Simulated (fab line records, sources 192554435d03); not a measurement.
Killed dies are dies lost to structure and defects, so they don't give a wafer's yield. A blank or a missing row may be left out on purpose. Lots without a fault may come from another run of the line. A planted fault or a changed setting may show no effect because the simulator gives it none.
fab line records | flow n5_finfet
record lots=6 wafers=18 last_day=19
route steps=1938 shown BEOL_M4@1069 PASSIVATION@1936
lots that met no fault: from a run of the same line without faults
start_h: hours from the record's first day to the start of the lot's first wafer shown | wait_h: hours since the lot's step before | " the same as in the row above | L1.1+2: a row that stands for several wafers | - no value, or no start given | * or withheld: withheld | < > ~ a bound
route shown NAME@n: a module of which the file shows steps, and the number in the route of the first | usual: mean/standard deviation of fault-free wafers | same: alike in all rows | chamber/n: place in a boat | sites: the reading at each site | _std_site: their standard deviation | _edge_site: outer sites' mean less inner sites' | radius_mm: how far each site lies from the wafer's centre | mask NAME#n: copy n | behind: the tool/chamber that last shaped the wafer | hold: why the lot was held/for how many hours/how that ended | device: the transistor (n, p or np) that didn't switch | end of line: the same wafers' tests at the end of the route | a step without rows: its recipe alone | killed: dies lost to structure and defects at the first sort, not the wafer's yield | map: a wafer's dies, x killed, . not, _ none there
set.NAME: the setting as run; set.NAME@STEP: as run at that earlier step | model.NAME: the simulator's own value behind a step, which no gauge read
lots at some steps of the route; a table a step, a row a wafer
services: from which hour (start_h, from the record's first day; less than 0 if before it) a tool's chamber was out of use, for how many hours, and why
## steps
# step N5_BEOL_M4_STRIP_36
# recipe chemistry=N2/H2 power_w=450 temp_c=40 pressure_mtorr=20 rf_frequency_hz=6e+07 overash_fraction=0.3 bias_power_w=7 h2_frac=0.5 n2_flow_sccm=200 h2_flow_sccm=200
# usual drypump_motor_current_A=5.7/0.4 oes_product_au=0.81/0.099 rf_vpp_V=59.4/1.3 showerhead_plenum_p_Torr=2.58/0.1 throttle_valve_pct=23.61/0.25
# columns lot.wafer tool chamber start_h wait_h drypump_motor_current_A oes_product_au rf_hours_counter_h rf_vpp_V showerhead_plenum_p_Torr throttle_valve_pct
L612.3 rie_diel-01 3 168.63 0.0 5.7 0.97 7 60.9 2.72 23.98
L612.4 " 0 " " 5.2 0.79 98 58.5 2.66 23.51
L612.6 " 0 " " 5.1 0.80 - 60.2 2.66 23.51
L621.1 rie_diel-03 3 215.87 0.0 5.2 0.71 201 58.1 2.40 23.71
L621.2 " 0 " " 6.2 0.69 220 59.5 2.62 23.83
L621.3 " 1 " " 6.1 0.99 4 59.1 2.50 23.08
L623.3 rie_diel-03 1 239.39 0.0 6.1 0.94 14 58.8 2.49 23.10
L623.4 " 3 " " 5.2 0.69 211 57.5 2.40 23.70
L623.5 " 1 " " 6.1 0.95 - 59.2 2.49 23.09
L627.3 rie_diel-05 1 281.61 0.0 5.5 0.95 4 56.6 2.47 23.25
L627.4 " 0 " " 6.1 0.90 19 59.4 2.70 23.27
L627.6 " 2 " " 6.1 0.72 - 60.4 2.61 23.82
L629.3 rie_diel-05 3 290.72 0.0 6.1 0.70 247 58.9 2.39 23.45
L629.4 " 1 " " 5.5 0.93 8 57.5 2.47 23.23
L629.5 " 2 " " 6.1 0.72 - 60.2 2.61 23.81
L632.1 rie_diel-01 0 336.55 0.0 5.1 0.73 154 57.0 2.64 23.58
L632.4 " 1 " " 6.1 0.81 92 60.5 2.56 23.48
L632.5 " 1 " " 6.1 0.80 - 58.8 2.57 23.49
# step N5_BEOL_M4_TRENCH_ETCH_37
# recipe chemistry=C4F6/O2 target_depth_a=555.55 target=SiOC time_s=29.2 ion_energy_ev=250 pressure_mtorr=30 source_w=355 bias_w=185 Ar_flow_sccm=300 C4F6_flow_sccm=10 O2_flow_sccm=10
# step N5_BEOL_M4_ETCH_41
# recipe chemistry=CH3F/O2 target=SiCN target_depth_a=299 taper_deg=2 time_s=52.5 ion_energy_ev=120 mask_material=TiN pressure_mtorr=30 source_w=395 bias_w=75 Ar_flow_sccm=150 CH3F_flow_sccm=30 O2_flow_sccm=20
# step N5_BEOL_M4_STRIP_97
# recipe chemistry=N2/H2 time_s=10 power_w=450 temp_c=40 pressure_mtorr=20 rf_frequency_hz=6e+07 bias_power_w=7 n2_flow_sccm=200 h2_flow_sccm=200
# step N5_BEOL_M4_OCD_MEAS_38
# usual trench_depth_nm=55.2/1.1
# columns lot.wafer tool chamber start_h wait_h trench_depth_nm
L612.3 ocd-01 - 168.83 - 55.5
L612.4 " - " " 54.6
L612.6 " - " " 54.8
L621.1 ocd-01 - 216.07 - 54.4
L621.2 " - " " 54.7
L621.3 " - " " 55.7
L623.3 ocd-02 - 239.59 - 55.7
L623.4 " - " " 54.8
L623.5 " - " " 56.0
L627.3 ocd-01 - 281.80 - 55.5
L627.4 " - " " 56.9
L627.6 " - " " 54.5
L629.3 ocd-02 - 290.92 - 55.3
L629.4 " - " " 56.0
L629.5 " - " " 53.8
L632.1 ocd-01 - 336.74 - 53.8
L632.4 " - " " 55.9
L632.5 " - " " 57.0
# step N5_BEOL_M4_HM_STRIP_39
# recipe chemistry=peroxide_tin_strip material=TiN target_depth_a=250 temp_c=50 time_s=158
# step N5_BEOL_M4_SRD_40
# recipe time_s=30 temp_c=23 rinse_liquid=diw dry=ipa_marangoni
# step N5_BEOL_M4_PRECLEAN_42
# recipe chemistry=residue_remover time_s=60 temp_c=40
# step N5_BEOL_M4_SRD_43
# recipe time_s=30 temp_c=23 rinse_liquid=diw dry=ipa_marangoni
# step N5_BEOL_M4_CD_MEAS_35
# recipe target_cd_nm=18 target_cd_y_nm=22.4 polarity=opening
# usual cd_nm=18.0/0.34
# columns lot.wafer tool chamber start_h wait_h cd_nm
L612.3 cd_sem-03 - 168.98 0.0 17.9
L612.4 " - " " 17.8
L612.6 " - " " 17.8
L621.1 cd_sem-02 - 216.22 0.0 18.4
L621.2 " - " " 17.8
L621.3 " - " " 18.3
L623.3 cd_sem-03 - 239.74 0.0 18.5
L623.4 " - " " 17.3
L623.5 " - " " 17.9
L627.3 cd_sem-01 - 281.96 0.0 17.9
L627.4 " - " " 16.9
L627.6 " - " " 18.3
L629.3 cd_sem-01 - 291.07 0.0 18.4
L629.4 " - " " 18.2
L629.5 " - " " 18.4
L632.1 cd_sem-02 - 336.89 0.0 17.7
L632.4 " - " " 17.9
L632.5 " - " " 18.5
# step N5_BEOL_M4_DEGAS_44
# recipe ambient=vacuum temp_c=250 time_s=60
# step N5_BEOL_M4_PRE_CLEAN_45
# recipe gas=H2/He time_s=30 temp_c=250
# step N5_BEOL_M4_ALD_84
# recipe material=TaN target_thk_a=* temp_c=275 ald_precursor_family=PDMAT ald_co_reactant=NH3 pressure_torr=3 carrier_flow_sccm=1500 pulse_time_s=2 purge_time_s=3 co_reactant_purge_time_s=2 co_reactant_pulse_time_s=3 ald_cycles=30 precursor_vessel_temp_c=75 precursor_vessel_pressure_torr=26.25 precursor_vessel_carrier_sccm=1000
# usual heater_power_w=426/39
# columns lot.wafer tool chamber start_h wait_h heater_power_w
L612.3 ald_metal-04 1 169.20 0.0 462
L612.4 " 2 " " 457
L612.6 " 1 " " 448
L621.1 ald_metal-04 2 216.63 0.0 445
L621.2 " 1 " " 458
L621.3 " 0 " " 412
L623.3 ald_metal-04 0 240.13 0.0 408
L623.4 " 3 " " 450
L623.5 " 3 " " 464
L627.3 ald_metal-04 0 282.14 0.0 400
L627.4 " 2 " " 438
L627.6 " 1 " " 454
L629.3 ald_metal-04 3 291.27 0.0 455
L629.4 " 0 " " 408
L629.5 " 1 " " 468
L632.1 ald_metal-01 2 337.20 0.2 420
L632.4 " 3 " " 409
L632.5 " 0 " " 446
# step N5_BEOL_M4_SURFACE_TREAT_85
# recipe gas=Ar time_s=* ion_energy_ev=* ion_current_ma_cm2=0.5 pressure_mtorr=* ar_flow_sccm=30
# step N5_BEOL_M4_CVD_47
# recipe material=Co target_thk_a=30 temp_c=withheld precursor=CCTBA/H2 pressure_torr=30 time_s=223.8
# step N5_BEOL_M4_SPUTTER_48
# recipe material=Cu target_thk_a=45 temp_c=-20 chamber_pressure_pa=0.07 power_w=withheld time_s=8.29
# step N5_BEOL_M4_ANNEAL_49
# recipe temp_c=400 time_s=240 ambient=vacuum
# step N5_BEOL_M4_SPUTTER_79
# recipe material=Cu target_thk_a=45 temp_c=-20 chamber_pressure_pa=0.07 power_w=withheld time_s=8.29
# usual throttle_valve_pct=30.4/1.4
# columns lot.wafer tool chamber start_h wait_h throttle_valve_pct
L612.3 pvd_sputter-01 - 169.86 0.1 31.5
L612.4 " - " " 31.0
L612.6 " - " " 32.5
L621.1 pvd_sputter-01 - 219.13 0.1 31.1
L621.2 " - " " 31.5
L621.3 " - " " 31.4
L623.3 pvd_sputter-03 - 240.80 0.1 30.1
L623.4 " - " " 29.0
L623.5 " - " " 27.3
L627.3 pvd_sputter-01 - 282.85 0.1 31.3
L627.4 " - " " 31.0
L627.6 " - " " 32.7
L629.3 pvd_sputter-03 - 292.25 0.1 28.6
L629.4 " - " " 30.2
L629.5 " - " " 28.8
L632.1 pvd_sputter-03 - 339.05 0.1 30.1
L632.4 " - " " 30.3
L632.5 " - " " 29.0
# step N5_BEOL_M4_ANNEAL_80
# recipe temp_c=400 time_s=240 ambient=vacuum
# usual heater_power_w=833/72
# columns lot.wafer tool chamber start_h wait_h heater_power_w
L612.3 pvd_sputter-01 - 169.94 0.0 831
L612.4 " - " " 772
L612.6 " - " " 789
L621.1 pvd_sputter-01 - 219.21 0.0 782
L621.2 " - " " 804
L621.3 " - " " 802
L623.3 pvd_sputter-03 - 240.88 0.0 896
L623.4 " - " " 759
L623.5 " - " " 965
L627.3 pvd_sputter-01 - 282.93 0.0 804
L627.4 " - " " 772
L627.6 " - " " 799
L629.3 pvd_sputter-03 - 292.33 0.0 764
L629.4 " - " " 878
L629.5 " - " " 780
L632.1 pvd_sputter-03 - 339.13 0.0 866
L632.4 " - " " 885
L632.5 " - " " 779
# step N5_BEOL_M4_SPUTTER_81
# recipe material=Cu target_thk_a=45 temp_c=-20 chamber_pressure_pa=0.07 power_w=withheld time_s=8.29
# step N5_BEOL_M4_ANNEAL_82
# recipe temp_c=400 time_s=240 ambient=vacuum
# step N5_BEOL_M4_SPUTTER_86
# recipe material=Cu target_thk_a=45 temp_c=-20 chamber_pressure_pa=0.07 power_w=withheld time_s=8.29
# step N5_BEOL_M4_ANNEAL_87
# recipe temp_c=400 time_s=240 ambient=vacuum
# step N5_BEOL_M4_SPUTTER_88
# recipe material=Cu target_thk_a=45 temp_c=-20 chamber_pressure_pa=0.07 power_w=withheld time_s=8.29
# step N5_BEOL_M4_ANNEAL_89
# recipe temp_c=400 time_s=240 ambient=vacuum
# step N5_BEOL_M4_SPUTTER_90
# recipe material=Cu target_thk_a=45 temp_c=-20 chamber_pressure_pa=0.07 power_w=withheld time_s=8.29
# step N5_BEOL_M4_ANNEAL_91
# recipe temp_c=400 time_s=240 ambient=vacuum
# usual heater_power_w=832/71
# columns lot.wafer tool chamber start_h wait_h heater_power_w
L612.3 pvd_sputter-01 - 170.82 0.0 799
L612.4 " - " " 790
L612.6 " - " " 805
L621.1 pvd_sputter-01 - 220.09 0.0 759
L621.2 " - " " 800
L621.3 " - " " 795
L623.3 pvd_sputter-03 - 241.76 0.0 860
L623.4 " - " " 765
L623.5 " - " " 977
L627.3 pvd_sputter-01 - 283.81 0.0 813
L627.4 " - " " 764
L627.6 " - " " 818
L629.3 pvd_sputter-03 - 293.21 0.0 767
L629.4 " - " " 866
L629.5 " - " " 771
L632.1 pvd_sputter-03 - 340.01 0.0 870
L632.4 " - " " 869
L632.5 " - " " 781
# step N5_BEOL_M4_SPUTTER_92
# recipe material=Cu target_thk_a=45 temp_c=-20 chamber_pressure_pa=0.07 power_w=withheld time_s=8.29
# step N5_BEOL_M4_ANNEAL_93
# recipe temp_c=400 time_s=240 ambient=vacuum
# step N5_BEOL_M4_SPUTTER_94
# recipe material=Cu target_thk_a=45 temp_c=-20 chamber_pressure_pa=0.07 power_w=withheld time_s=8.29
# step N5_BEOL_M4_ANNEAL_95
# recipe temp_c=400 time_s=240 ambient=vacuum
# usual heater_power_w=835/72
# columns lot.wafer tool chamber start_h wait_h heater_power_w
L612.3 pvd_sputter-01 - 171.26 0.0 829
L612.4 " - " " 782
L612.6 " - " " 803
L621.1 pvd_sputter-01 - 220.53 0.0 762
L621.2 " - " " 815
L621.3 " - " " 796
L623.3 pvd_sputter-03 - 242.20 0.0 864
L623.4 " - " " 782
L623.5 " - " " 989
L627.3 pvd_sputter-01 - 284.25 0.0 839
L627.4 " - " " 792
L627.6 " - " " 798
L629.3 pvd_sputter-03 - 293.65 0.0 777
L629.4 " - " " 859
L629.5 " - " " 778
L632.1 pvd_sputter-03 - 340.45 0.0 890
L632.4 " - " " 859
L632.5 " - " " 772
# step N5_BEOL_M4_SPUTTER_96
# recipe material=Cu target_thk_a=45 temp_c=-20 chamber_pressure_pa=0.07 power_w=withheld time_s=8.29
# step N5_BEOL_M4_ECD_50
# recipe material=Cu target_thk_a=3000
# step N5_BEOL_M4_ANNEAL_51
# recipe temp_c=225 time_s=90 ambient=N2
# step N5_BEOL_M4_CMP_52
# recipe stop_on=SiOC t_overpolish_s=6.8 down_force_psi=1 platen_rpm=50 clearing_platen_down_force_psi=1.5 clearing_platen_rpm=50 post_cmp_clean=cu_alkaline target_thk_nm=40 clearing_platen_pad_velocity_m_s=0.99484 pad_velocity_m_s=0.99484
# step N5_BEOL_M4_THK_MEAS_53
# recipe thk_meas_gauge=xrf reads=Cu_of_BEOL_M4_ECD_50
# usual M4_THK=40.2/1.6
# columns lot.wafer tool chamber start_h wait_h M4_THK[nm]
L612.3 film_metro-01 - 175.44 - 41.4
L612.4 " - " " 39.2
L612.6 " - " " 39.4
L621.1 film_metro-01 - 221.47 - 36.6
L621.2 " - " " 39.8
L621.3 " - " " 39.8
L623.3 film_metro-01 - 243.13 - 43.0
L623.4 " - " " 40.9
L623.5 " - " " 41.5
L627.3 film_metro-01 - 285.18 - 41.0
L627.4 " - " " 43.1
L627.6 " - " " 39.8
L629.3 film_metro-01 - 294.58 - 40.8
L629.4 " - " " 39.3
L629.5 " - " " 38.4
L632.1 film_metro-01 - 341.55 - 40.4
L632.4 " - " " 41.3
L632.5 " - " " 40.3
# step N5_BEOL_M4_PRE_CLEAN_60
# recipe gas=NH3/H2 time_s=15 temp_c=* rf_power_w=300
# step N5_BEOL_M4_CO_CAP_55
# recipe material=Co target_thk_a=20 temp_c=200 precursor=CCTBA/H2 pressure_torr=30 time_s=102.1
# step N5_BEOL_M4_PRE_CLEAN_56
# recipe gas=NH3 time_s=15 temp_c=withheld rf_power_w=300
# step N5_BEOL_M4_DEP_57
# recipe material=SiCN target_thk_a=80 temp_c=withheld precursor=3MS/NH3 pressure_torr=3 rf_w=202 time_s=14
# step N5_BEOL_M4_RS_MEAS_58
# recipe thk_meas_gauge=four-point-probe reads=Co_of_BEOL_M4_CO_CAP_55+Cu_of_BEOL_M4_ECD_50+Co_of_BEOL_M4_CVD_47+TaN_of_BEOL_M4_ALD_84
# usual M4_RS=0.67/0.031
# columns lot.wafer tool chamber start_h wait_h M4_RS[ohm/sq]
L612.3 film_metro-01 - 175.70 0.1 0.65
L612.4 " - " " 0.69
L612.6 " - " " 0.69
L621.1 film_metro-02 - 221.76 0.1 0.75
L621.2 " - " " 0.67
L621.3 " - " " 0.67
L623.3 film_metro-02 - 243.39 0.1 0.61
L623.4 " - " " 0.65
L623.5 " - " " 0.64
L627.3 film_metro-01 - 285.44 0.1 0.65
L627.4 " - " " 0.62
L627.6 " - " " 0.68
L629.3 film_metro-01 - 294.84 0.1 0.65
L629.4 " - " " 0.68
L629.5 " - " " 0.70
L632.1 film_metro-02 - 341.87 0.0 0.65
L632.4 " - " " 0.64
L632.5 " - " " 0.66
# step N5_PASSIVATION_PROBE_49
# usual defect_limited_yield=91.3/1.7 killed_at_M0_to_M3=33/9.9 killed_at_M4_up=14/6.4 killed_at_contacts=12/7 killed_at_front_end=41/13 killed_at_other=3.1/2.9 killed_dies=103/20 killed_on_rim=13/4 killed_open=67/14 killed_short=34/9.4 sort_bin_4_leakage=0.03/0.24 sort_bin_5_function=5.1/1.1 sort_bin_6_memory=3.2/0.79 sort_bin_8_speed=0.02/0.15 sort_n_pass=1077/21 sort_yield_pct=91.2/1.7
# same gross_dies=1180 killed_at_back_side=0
# columns lot.wafer tool chamber start_h wait_h defect_limited_yield[%] killed_at_M0_to_M3 killed_at_M4_up killed_at_contacts killed_at_front_end killed_at_other killed_dies killed_on_rim killed_open killed_short sort_bin_4_leakage[%] sort_bin_5_function[%] sort_bin_6_memory[%] sort_bin_8_speed[%] sort_n_pass sort_yield_pct[%]
L612.3 prober-02 - 271.03 0.1 93.1 31 7 10 33 1 82 8 51 31 0 3.9 2.9 0 1098 93.1
L612.4 prober-02 - 271.08 0.2 90.7 45 20 14 29 2 110 11 70 40 0 5.8 3.1 0 1070 90.7
L612.6 prober-02 - 271.18 0.3 93.1 33 6 6 37 0 82 14 53 29 0 4.7 2.0 0 1098 93.1
L621.1 prober-02 - 324.82 0.0 89.6 36 9 23 53 2 123 17 79 40 0 5.2 4.7 0 1057 89.6
L621.2 prober-02 - 324.87 0.1 92.1 21 13 17 27 15 93 11 56 37 0 4.2 3.1 0 1087 92.1
L621.3 prober-02 - 324.92 0.1 92.2 34 5 14 38 1 92 8 54 34 1.02 4.2 2.9 0 1076 91.2
L623.3 prober-01 - 345.55 0.1 88.6 33 33 15 49 5 135 18 91 36 0 6.4 4.1 0 1045 88.6
L623.4 prober-01 - 345.60 0.2 91.9 24 24 19 27 1 95 18 74 20 0 4.8 2.9 0 1085 91.9
L623.5 prober-01 - 345.65 0.2 92.0 24 12 14 41 3 94 14 64 27 0 5.0 2.5 0 1086 92.0
L627.6 prober-02 - 395.36 0.3 84.2 24 127 12 22 1 186 27 47 18 0 10.3 2.5 0 994 84.2
L629.3 prober-01 - 402.55 0.1 94.1 31 4 12 16 7 70 16 48 19 0 2.7 3.0 0 1110 94.1
L629.4 prober-01 - 402.60 0.2 92.1 33 8 14 35 3 93 10 66 25 0 4.2 3.4 0 1087 92.1
L629.5 prober-01 - 402.65 0.2 82.7 21 135 11 29 8 204 27 43 30 0 10.1 3.4 0 976 82.7
L632.1 prober-01 - 467.40 0.0 91.4 26 22 3 50 0 101 13 69 32 0 4.7 3.5 0 1079 91.4
L632.4 prober-01 - 467.55 0.2 89.2 44 17 14 50 2 127 18 84 43 0 6.8 3.6 0 1053 89.2
L632.5 prober-01 - 467.60 0.2 91.2 23 19 7 54 1 104 10 75 28 0 5.8 2.8 0 1076 91.2
# killed by level:class
L612.3 FIN_SAQP:geometric_particle:short=9 DUMMY_GATE:geometric_particle:open=7 MOL_CONTACT_COAG:geometric_particle:open=7 BEOL_M2:geometric_particle:open=7 BEOL_M3:geometric_particle:open=7 FIN_SAQP:geometric_particle:open=6 BEOL_M0_SAQP:geometric_particle:short=4 BEOL_M3:geometric_particle:short=3
L612.4 MOL_CONTACT_COAG:geometric_particle:open=13 BEOL_M0_SAQP:geometric_particle:short=10 FIN_SAQP:geometric_particle:open=8 BEOL_M0_SAQP:geometric_particle:open=8 BEOL_M3:geometric_particle:open=8 FIN_SAQP:geometric_particle:short=7 BEOL_M2:geometric_particle:open=7 BEOL_M1:geometric_particle:short=4
L612.6 FIN_SAQP:geometric_particle:open=10 FIN_SAQP:geometric_particle:short=8 BEOL_M0_SAQP:geometric_particle:short=8 BEOL_M3:geometric_particle:open=7 MOL_CONTACT_COAG:geometric_particle:open=6 BEOL_M0_SAQP:geometric_particle:open=6 BEOL_M3:geometric_particle:short=5 DUMMY_GATE:geometric_particle:open=4
L621.1 MOL_CONTACT_COAG:geometric_particle:open=18 FIN_SAQP:geometric_particle:open=14 FIN_SAQP:geometric_particle:short=9 BEOL_M0_SAQP:geometric_particle:short=9 BEOL_M3:geometric_particle:open=8 BEOL_M0_SAQP:geometric_particle:open=8 MOL_CONTACT_COAG:geometric_particle:short=5 DUMMY_GATE:geometric_particle:open=4
L621.2 MOL_CONTACT_COAG:geometric_particle:open=12 FIN_SAQP:geometric_particle:open=9 FIN_SAQP:geometric_particle:short=7 BEOL_M1:geometric_particle:open=6 BEOL_M4:geometric_particle:open=6 PAD_METAL:geometric_particle:short=6 MOL_CONTACT_COAG:geometric_particle:short=5 BEOL_M0_SAQP:geometric_particle:short=4
L621.3 FIN_SAQP:geometric_particle:open=11 BEOL_M1:geometric_particle:open=9 MOL_CONTACT_COAG:geometric_particle:open=8 BEOL_M0_SAQP:geometric_particle:short=7 MOL_CONTACT_COAG:geometric_particle:short=6 DUMMY_GATE:geometric_particle:open=5 STI_FIN_REVEAL:geometric_particle:open=4 BEOL_M3:geometric_particle:open=4
L623.3 BEOL_M4:geometric_particle:open=16 MOL_CONTACT_COAG:geometric_particle:open=13 DUMMY_GATE:geometric_particle:open=12 BEOL_M0_SAQP:geometric_particle:short=9 BEOL_M1:geometric_particle:open=8 STARTING-WAFER:geometric_particle:short=7 BEOL_M0_SAQP:geometric_particle:open=7 BEOL_M2:geometric_particle:open=6
L623.4 MOL_CONTACT_COAG:geometric_particle:open=13 BEOL_M4:geometric_particle:open=11 FIN_SAQP:geometric_particle:open=8 BEOL_M3:geometric_particle:open=7 DUMMY_GATE:geometric_particle:open=6 BEOL_M0_SAQP:geometric_particle:short=6 MOL_CONTACT_COAG:geometric_particle:short=5 BEOL_M5:geometric_particle:open=5
L623.5 FIN_SAQP:geometric_particle:open=13 MOL_CONTACT_COAG:geometric_particle:open=12 BEOL_M2:geometric_particle:open=8 FIN_SAQP:geometric_particle:short=6 BEOL_M0_SAQP:geometric_particle:open=5 BEOL_M4:geometric_particle:open=5 STI_FIN_REVEAL:geometric_particle:open=4 BEOL_M0_SAQP:geometric_particle:short=4
L627.6 BEOL_M4:unspecified=119 MOL_CONTACT_COAG:geometric_particle:open=11 BEOL_M0_SAQP:geometric_particle:open=8 FIN_SAQP:geometric_particle:open=4 BEOL_M2:geometric_particle:open=4 FIN_SAQP:geometric_particle:short=3 STI_FIN_REVEAL:geometric_particle:open=3 BEOL_M3:geometric_particle:open=3
L629.3 MOL_CONTACT_COAG:geometric_particle:open=12 DUMMY_GATE:geometric_particle:open=6 BEOL_M3:geometric_particle:open=6 BEOL_M2:geometric_particle:open=5 BEOL_M1:geometric_particle:short=4 MIM_TOP_ETCH:geometric_particle:short=4 MIM_TOP_ETCH:geometric_particle:open=3 BEOL_M0:geometric_particle:open=3
L629.4 BEOL_M3:geometric_particle:open=11 MOL_CONTACT_COAG:geometric_particle:open=11 STARTING-WAFER:geometric_particle:open=7 DUMMY_GATE:geometric_particle:open=5 BEOL_M0:geometric_particle:open=5 FIN_CUT:geometric_particle:open=4 STI_FIN_REVEAL:geometric_particle:open=3 GATE_CUT:geometric_particle:open=3
L629.5 BEOL_M4:unspecified=127 MOL_CONTACT_COAG:geometric_particle:open=10 BEOL_M3:geometric_particle:open=9 STI_FIN_REVEAL:geometric_particle:open=7 STARTING-WAFER:geometric_particle:short=6 GATE_CUT:geometric_particle:short=5 BEOL_M2:geometric_particle:open=3 MIM_TOP_ETCH:geometric_particle:short=3
L632.1 BEOL_M4:geometric_particle:open=16 STI_FIN_REVEAL:geometric_particle:open=15 BEOL_M3:geometric_particle:open=10 FIN_SAQP:geometric_particle:short=6 BEOL_M1:geometric_particle:open=6 DUMMY_GATE:geometric_particle:open=5 BEOL_M0_SAQP:geometric_particle:short=5 STI_FIN_REVEAL:geometric_particle:short=4
L632.4 STI_FIN_REVEAL:geometric_particle:open=18 MOL_CONTACT_COAG:geometric_particle:open=10 BEOL_M1:geometric_particle:open=10 BEOL_M3:geometric_particle:open=10 FIN_SAQP:geometric_particle:open=8 BEOL_M1:geometric_particle:short=8 BEOL_M4:geometric_particle:open=8 BEOL_M0_SAQP:geometric_particle:short=6
L632.5 STI_FIN_REVEAL:geometric_particle:open=12 FIN_SAQP:geometric_particle:open=10 BEOL_M3:geometric_particle:open=10 FIN_SAQP:geometric_particle:short=9 BEOL_M4:geometric_particle:open=9 DUMMY_GATE:geometric_particle:open=6 MOL_CONTACT_COAG:geometric_particle:open=6 BEOL_M1:geometric_particle:open=4
# map L627.6 (x killed, . not)
_________________..........x.________________
______________.xx.....x......x.._____________
___________.............x..........__________
__________...x..................x..._________
________...x.........................._______
_______.........................x......______
______..x..........................x...._____
_____..x...............x.................____
____................x..x..................___
___.................................x......__
___.............x..x.x...x.................__
__....x..................................x.._
__..x..................x.............x......_
_...............................x.........x..
_x......x..............x.....................
_..........x.x.....................x....x....
_..........xx................................
_..........................x.........x....x.x
_..........................xx..........x.....
_............x...................x....xx.....
_.................x...x.......xxx.xxx.x......
__..............x............x..xxxxxxx....._
__...................x.........xxxxxxxxxxx.x_
___x......................x..xxxxxxxxxxxxxx__
___..........x..............x.xxxxxxxxxxxxx__
____.............x....x...x..xxxxxxxxxxxxx___
_____............x.......x...xxxxxxxxxxxx____
______...x..x...............x.xxxxxxxxxx_____
_______.............x.........xxxxxxxxx______
________....................xxxxxxxxxx_______
__________.................x.xxxxxxx_________
___________......x..............x.x__________
______________..........x......._____________
_________________..........x.________________
# map L629.5 (x killed, . not)
_________________............________________
______________.................._____________
___________........................__________
__________..............xx.........._________
________...x........x............x...._______
_______...x............................______
______......x.x...................x....._____
_____..........x.x...............x......x____
____.............x......x........x........___
___....xx........................x.x.......__
___.x.x........x........x.......x..........__
__....................x...................x._
__...........x.............x.x........x....._
_.xx.......x.................................
_......................x.....................
_..x....x....................................
_.x...................................x..x...
_..x...........x.............................
_..x.................x..............x.x......
_....x..........................xx......x....
_.x....................x....x..xxx.xxxxx.x.x.
__.....x......................xxxxxxxxxx.x.x_
__....................x.x.x.x.xxxxxxxxxxxxx._
___....x................x.x..xxxxxxxxxxxxxx__
___.....x.x...x.............xxxxxxxxxxxxxxx__
____..x...................x.xxxxxxxxxxxxxx___
_____....x...................xxxxxxxxxxxx____
______.......................xxxxxxxxxxx_____
_______.............x.x....x.xxxxxxxxxx______
________.....x.x...............xxxxxxx_______
__________....x.x....x.........xxxxx_________
___________x..............x.....xx.__________
______________...........x......_____________
_________________.....x......________________
## services
# columns tool chamber start_h hours kind
rie_diel-05 - 147.61 14.6 pm
rie_diel-05 0 175.21 1.2 repair
rie_diel-03 1 192.64 - clean
rie_diel-03 1 192.64 - consumable_replace:focus_ring
rie_diel-03 1 192.64 15.9 scheduled_down
rie_diel-03 1 192.64 15.9 vent_cycle
rie_diel-03 2 208.58 - clean
rie_diel-03 2 208.58 - consumable_replace:focus_ring
rie_diel-03 2 208.58 19.2 scheduled_down
rie_diel-03 2 208.58 19.2 vent_cycle
rie_diel-01 - 216.73 1.2 repair
rie_diel-05 0 218.65 - clean
rie_diel-05 1 237.91 6.5 repair
rie_diel-03 0 258.93 7.9 repair
rie_diel-03 1 266.71 8.6 repair
ald_metal-01 - 279.78 14.6 pm
rie_diel-03 1 289.50 8.2 repair
ald_metal-04 - 301.55 2.8 pm
ald_metal-01 - 303.83 14.1 repair
ald_metal-04 3 305.55 25.9 repair
rie_diel-05 1 308.63 4.9 repair
rie_diel-03 2 309.62 9.7 repair
rie_diel-05 1 329.31 1.2 repair
ald_metal-01 - 337.41 14.0 pm
## key
first_sign step=N5_PASSIVATION_PROBE_49 reading=killed_at_M4_up direction=up sigmas=18 usual=14 struck=131
effect step=N5_PASSIVATION_PROBE_49 reading=defect_limited_yield direction=down sigmas=4.5 usual=91.3 struck=83.5
more_kills_born_at N5_BEOL_M4_ALD_84@ald_metal-04=246
met_at N5_BEOL_M4_ALD_84
struck_wafers L627.6,L629.5
onset_between 216.63 282.14
fault kind=chamber_particle_source tool=ald_metal-04 chamber=1 onset_h=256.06 steps=N5_BEOL_M4_ALD_84 rate_per_visit_cm2=1.8671 end_h=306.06
